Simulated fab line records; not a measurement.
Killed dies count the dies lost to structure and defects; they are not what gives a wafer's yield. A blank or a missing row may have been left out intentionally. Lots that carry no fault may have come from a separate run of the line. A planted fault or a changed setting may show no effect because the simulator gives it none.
Matching of chambers / flow n5 finfet / N5_BEOL_M4_DESCUM_16 on rie diel-02 has 4 sister chambers
The step chemistry O2, time 7 s. 14 wafers are shown with their chamber, then 7 later ones without.

== WAFERS PAIRED WITH THEIR CHAMBERS ==
wafer=L076.1; chamber=2; showerhead plenum p Torr (Torr)=2.02; throttle valve pct (%)=20.41; oes product au (a.u.)=0.78
wafer=L076.2; chamber=0; showerhead plenum p Torr (Torr)=2.11; throttle valve pct (%)=20.20; oes product au (a.u.)=0.80
wafer=L076.4; chamber=2; showerhead plenum p Torr (Torr)=2.02; throttle valve pct (%)=20.41; oes product au (a.u.)=0.77
wafer=L075.3; chamber=2; showerhead plenum p Torr (Torr)=2.02; throttle valve pct (%)=20.41; oes product au (a.u.)=0.77
wafer=L075.4; chamber=1; showerhead plenum p Torr (Torr)=2.12; throttle valve pct (%)=20.20; oes product au (a.u.)=0.96
wafer=L075.5; chamber=3; showerhead plenum p Torr (Torr)=2.05; throttle valve pct (%)=20.44; oes product au (a.u.)=0.88
wafer=L078.3; chamber=2; showerhead plenum p Torr (Torr)=2.02; throttle valve pct (%)=20.41; oes product au (a.u.)=0.76
wafer=L078.5; chamber=0; showerhead plenum p Torr (Torr)=2.11; throttle valve pct (%)=20.20; oes product au (a.u.)=0.79
wafer=L078.6; chamber=3; showerhead plenum p Torr (Torr)=2.05; throttle valve pct (%)=20.44; oes product au (a.u.)=0.89
wafer=L081.2; chamber=0; showerhead plenum p Torr (Torr)=2.10; throttle valve pct (%)=20.22; oes product au (a.u.)=0.79
wafer=L081.4; chamber=2; showerhead plenum p Torr (Torr)=2.02; throttle valve pct (%)=20.41; oes product au (a.u.)=0.76
wafer=L081.5; chamber=0; showerhead plenum p Torr (Torr)=2.10; throttle valve pct (%)=20.20; oes product au (a.u.)=0.78
wafer=L086.1; chamber=0; showerhead plenum p Torr (Torr)=2.10; throttle valve pct (%)=20.24; oes product au (a.u.)=0.78
wafer=L086.2; chamber=1; showerhead plenum p Torr (Torr)=2.11; throttle valve pct (%)=20.23; oes product au (a.u.)=0.89

SIGNATURES (means of the wafers above)
reading=showerhead plenum p Torr; chamber 0=2.1040; chamber 1=2.1150; chamber 2=2.0200; chamber 3=2.0500; scatter within a chamber=0.00412
reading=throttle valve pct; chamber 0=20.2120; chamber 1=20.2150; chamber 2=20.4100; chamber 3=20.4400; scatter within a chamber=0.0132
reading=oes product au; chamber 0=0.7880; chamber 1=0.9250; chamber 2=0.7680; chamber 3=0.8850; scatter within a chamber=0.0175
Rule: a wafer's distance from a chamber is the root of the sum, over the readings, of the square of ((its reading less the chamber's mean) divided by the reading's scatter). If the next closest chamber is less than 2 further off than the closest, the wafer can't be placed; otherwise it belongs to the closest. How the scatter is found: for the shown wafers, subtract from each reading the mean of its chamber, square and add these, divide the total by (wafers less chambers), then take the root.

== WAFERS WITHOUT THEIR CHAMBER ==
wafer=L086.3; showerhead plenum p Torr (Torr)=2.04; throttle valve pct (%)=20.47; oes product au (a.u.)=0.86
wafer=L090.3; showerhead plenum p Torr (Torr)=2.10; throttle valve pct (%)=20.25; oes product au (a.u.)=0.77
wafer=L090.4; showerhead plenum p Torr (Torr)=2.04; throttle valve pct (%)=20.49; oes product au (a.u.)=0.85
wafer=L090.6; showerhead plenum p Torr (Torr)=2.10; throttle valve pct (%)=20.27; oes product au (a.u.)=0.88
wafer=L092.2; showerhead plenum p Torr (Torr)=2.09; throttle valve pct (%)=20.24; oes product au (a.u.)=0.76
wafer=L092.3; showerhead plenum p Torr (Torr)=2.04; throttle valve pct (%)=20.49; oes product au (a.u.)=0.85
wafer=L092.4; showerhead plenum p Torr (Torr)=2.01; throttle valve pct (%)=20.45; oes product au (a.u.)=0.73

== CHAMBER TAKEN BY EACH ==
wafer=L086.3; from the rows above=3; in truth=3
wafer=L090.3; from the rows above=0; in truth=0
wafer=L090.4; from the rows above=3; in truth=3
wafer=L090.6; from the rows above=can't be placed: 1 or 0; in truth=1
wafer=L092.2; from the rows above=0; in truth=0
wafer=L092.3; from the rows above=3; in truth=3
wafer=L092.4; from the rows above=2; in truth=2
Correctly placed: 6 of 7. Not placeable from these rows: 1 (in 1, the candidates include the true chamber). Wrongly placed: 0.
